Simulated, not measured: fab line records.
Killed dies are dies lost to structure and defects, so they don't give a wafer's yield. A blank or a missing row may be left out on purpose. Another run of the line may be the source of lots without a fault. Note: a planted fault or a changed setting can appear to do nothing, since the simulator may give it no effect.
Which of the tools did it? + flow n5-finfet + Sampling: 12 lots, 36 wafers, 3 of 1938 route steps

WHAT EACH GAUGE READ, for each wafer
N5_BEOL_M1_THK_MEAS_53: measures by xrf.
| lot  | measured     | on            | M1_THK (nm)    |
|------|--------------|---------------|----------------|
| L074 | day 6 11:08  | film-metro-01 | 39.2 40.0 39.2 |
| L077 | day 7 01:11  | film-metro-02 | 38.2 38.2 38.0 |
| L079 | day 7 15:47  | film-metro-01 | 40.6 39.4 40.4 |
| L081 | day 8 00:25  | film-metro-01 | 38.6 42.0 41.1 |
| L083 | day 8 12:38  | film-metro-02 | 38.0 37.8 40.5 |
| L085 | day 9 14:44  | film-metro-01 | 37.9 37.3 40.0 |
| L087 | day 10 13:30 | film-metro-01 | 39.8 42.5 41.6 |
| L089 | day 10 19:47 | film-metro-02 | 39.4 37.7 40.7 |
| L090 | day 11 00:26 | film-metro-02 | 40.9 41.7 42.1 |
| L093 | day 11 09:58 | film-metro-02 | 39.4 41.1 42.2 |
| L095 | day 11 19:17 | film-metro-02 | 37.8 39.7 41.4 |
| L097 | day 12 09:02 | film-metro-02 | 41.0 40.3 42.1 |

WHAT TOOL EACH LOT RAN ON (gives the tool, then ch and the chambers of the sampled wafers, and finally the start)
| lot  | N5_BEOL_M1_DESCUM_33               | N5_BEOL_M1_PRE_CLEAN_45      |
|------|------------------------------------|------------------------------|
| L074 | rie-diel-03 ch 2,3, day 6 05:07    | pvd-sputter-01, day 6 07:49  |
| L077 | rie-diel-03 ch 0,2,3, day 6 18:27  | pvd-sputter-03, day 6 21:55  |
| L079 | rie-diel-03 ch 0,1,3, day 7 07:29  | pvd-sputter-02, day 7 12:27  |
| L081 | rie-diel-03 ch 1,3, day 7 16:58    | pvd-sputter-01, day 7 21:06  |
| L083 | rie-diel-03 ch 1,2,3, day 8 07:46  | pvd-sputter-01, day 8 09:30  |
| L085 | rie-diel-03 ch 0,1,3, day 9 08:18  | pvd-sputter-03, day 9 11:10  |
| L087 | rie-diel-04 ch 0,3, day 10 07:58   | pvd-sputter-02, day 10 10:12 |
| L089 | rie-diel-01 ch 0,2, day 10 15:12   | pvd-sputter-03, day 10 16:43 |
| L090 | rie-diel-04 ch 1,2,3, day 10 17:31 | pvd-sputter-03, day 10 20:09 |
| L093 | rie-diel-04 ch 1,3, day 11 02:52   | pvd-sputter-02, day 11 06:43 |
| L095 | rie-diel-03 ch 2,3, day 11 14:05   | pvd-sputter-03, day 11 15:43 |
| L097 | rie-diel-04 ch 0,1, day 12 01:47   | pvd-sputter-03, day 12 05:46 |
- N5_BEOL_M1_DESCUM_33: chemistry O2, time 7 s.
- N5_BEOL_M1_PRE_CLEAN_45: time 30 s.

THE ANSWER, worked out from the rows above alone
Rule: the lots themselves supply what counts as usual. Put in order of their means at a reading, lots are off if they are a third of the lots or fewer, leave a main group of 4 or more, and stand apart from it by a gap of 3 or more times the standard deviation of the main group's means; of several such gaps the widest counts. A main group whose means are all the same, to the digits that the tables above print for the reading, isn't used. Also off: a lot with no number at a reading for which 4 or more lots have one. Any other lot the step has rows for is counted as sound.
No lot is off on any of the readings shown, so nothing can be concluded from this.

WHAT THE SIMULATOR HAD PUT IN
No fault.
